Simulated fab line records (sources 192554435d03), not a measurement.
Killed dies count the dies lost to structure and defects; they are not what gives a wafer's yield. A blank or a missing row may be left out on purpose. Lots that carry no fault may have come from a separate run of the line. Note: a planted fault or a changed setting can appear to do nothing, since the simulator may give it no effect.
Matching of chambers ; flow n5 finfet ; N5_BEOL_M6_ETCH_72 on rie diel-04: 4 sister chambers
The step etches underlayer in N2/H2, target depth 6.5 nm, time 5.2 s. 4 wafers are shown with their chamber, then 8 later ones without.

WAFERS WITH THEIR CHAMBER
wafer;chamber;drypump motor current A (A)
L084.1;3;6.0
L084.2;0;6.4
L084.5;2;6.1
L092.1;1;6.1

WAFERS MISSING THEIR CHAMBER
wafer;drypump motor current A (A)
L092.3;6.1
L092.5;6.0
L094.1;6.1
L094.2;6.1
L094.4;6.3
L095.2;6.3
L095.5;6.4
L095.6;6.0

CHAMBER TAKEN BY EACH
wafer;from the rows above;in truth
L092.3;can't be placed: 1 or 2 or 3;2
L092.5;can't be placed: 3 or 1 or 2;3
L094.1;can't be placed: 1 or 2 or 3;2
L094.2;can't be placed: 1 or 2 or 3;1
L094.4;can't be placed: 0 or 1 or 2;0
L095.2;can't be placed: 0 or 1 or 2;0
L095.5;0;0
L095.6;can't be placed: 3 or 1 or 2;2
Correct placement for 1 of the 8. Can't be placed from these rows: 7 (the true chamber is among the candidates in 7). Wrongly placed: 0.
How it was worked out, from the rows above alone: a wafer's distance from a chamber is the root of the sum, over the readings, of the square of ((its reading less the chamber's mean) divided by the reading's scatter). The wafer belongs to the nearest chamber; if the next one is less than 2 further off, it can't be placed. Each chamber's mean is taken over the wafers shown for it. The scatter: root of mean squared gap, hidden wafer to nearest shown wafer, with one shown wafer a chamber.
